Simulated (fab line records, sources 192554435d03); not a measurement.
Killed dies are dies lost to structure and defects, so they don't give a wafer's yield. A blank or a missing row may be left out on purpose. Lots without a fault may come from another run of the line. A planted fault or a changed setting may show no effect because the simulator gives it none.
A struck lot beside a sound one | flow n5_finfet | 16 steps out of a route of 1938
Sound: wafers L986.1, L986.2, L986.5. Struck: wafer L995.3. (L995.4 of the same lot was not struck and is left out.) The cause comes at the end.
At each step with rows: each side's tool, then ch and its chambers, then its first start. Under that, the readings that differ: sound wafers | struck wafers | difference of the means | sigmas: that difference in standard deviations of wafers without a fault.
alike: readings whose means differ by less than 2 such deviations, and words and numbers that are the same on both sides. not compared: withheld readings, readings that some wafer has no value for, bounds like >300 that may hide the same value, and numbers for which the record gives no deviation and whose values overlap.
The two part at a step that has a row with sigmas, a row that says differs or no value, or rows on one side only. Numbers that don't overlap but have no deviation are shown without sigmas and don't part them. A reading that every wafer of one side lacks parts them only if that side has two wafers or more.

N5_BEOL_M5_ALD_86: deposits TaN, pulse time 2 s, purge time 3 s, co reactant purge time 2 s.
  sound on ald_metal-01 ch 0,3, day 9 23:28; struck on ald_metal-04 ch 2, day 12 16:40
  reading            | sound       | struck | difference | sigmas
  heater_power_w (W) | 336 342 332 | 441    | +104       | +2
N5_BEOL_M5_SURFACE_TREAT_87:
  sound on pvd_sputter-02, day 9 23:43; struck on pvd_sputter-02, day 12 16:55
  not compared: throttle_valve_pct
then, 2 steps without rows for these wafers: N5_BEOL_M5_CVD_47 (deposits Co from CCTBA/H2, target thk 3 nm, time 216 s); N5_BEOL_M5_SPUTTER_48 (material Cu, target thk 15 nm, time 27.62 s).
N5_BEOL_M5_ANNEAL_49: time 1800 s.
  sound on pvd_sputter-01, day 10 00:02; struck on pvd_sputter-02, day 12 17:19
  alike: heater_power_w
then, 4 steps without rows for these wafers: N5_BEOL_M5_SPUTTER_81 (material Cu, target thk 15 nm, time 27.62 s); N5_BEOL_M5_ANNEAL_82 (time 1800 s); N5_BEOL_M5_SPUTTER_83 (material Cu, target thk 15 nm, time 27.62 s); N5_BEOL_M5_ANNEAL_84 (time 1800 s).
N5_BEOL_M5_SPUTTER_88: material Cu, target thk 15 nm, time 27.62 s.
  sound on pvd_sputter-01, day 10 03:13; struck on pvd_sputter-02, day 12 20:29
  alike: throttle_valve_pct
then, 2 steps without rows for these wafers: N5_BEOL_M5_ANNEAL_89 (time 1800 s); N5_BEOL_M5_SPUTTER_90 (material Cu, target thk 4.5 nm, time 8.29 s).
N5_BEOL_M5_ECD_50: material Cu, target thk 300 nm.
  sound on ecd_cu-02 ch 0,1, day 10 04:25; struck on ecd_cu-02 ch 1, day 12 21:43
  reading                                | sound             | struck | difference | sigmas
  model.Cu_of_BEOL_M5_ECD_50.thk_nm (nm) | 300.2 306.4 303.8 | 405.4  | +101.9     |
N5_BEOL_M5_ANNEAL_51: time 90 s.
  sound on rtp_anneal-02 ch 0, day 10 04:31; struck on rtp_anneal-01 ch 0, day 12 21:52
  alike: anneal_temp_c_max, wafer_temp_C_max
N5_BEOL_M5_CMP_52: polishes, stops on SiCOH lowk, t overpolish 6.9 s, target thk 62 nm.
  sound on cmp-02 ch 1,3, day 10 04:49; struck on cmp-02 ch 1, day 12 22:07
  reading                | sound          | struck | difference | sigmas
  time_to_endpoint_s (s) | 62.5 64.8 63.4 | 82.2   | +18.6      | +8
  alike: motor_current_A, platen_rpm, slurry_flow_ml_min
N5_BEOL_M5_THK_MEAS_53: measures by xrf.
  sound on film_metro-02, day 10 05:06; struck on film_metro-01, day 12 22:22
  alike: M5_THK

WHERE THEY PART
First at N5_BEOL_M5_ALD_86; last, within this record, at N5_BEOL_M5_CMP_52. Later steps at which nothing parts them and some readings are alike: N5_BEOL_M5_THK_MEAS_53.

WHY: what the simulator had put in
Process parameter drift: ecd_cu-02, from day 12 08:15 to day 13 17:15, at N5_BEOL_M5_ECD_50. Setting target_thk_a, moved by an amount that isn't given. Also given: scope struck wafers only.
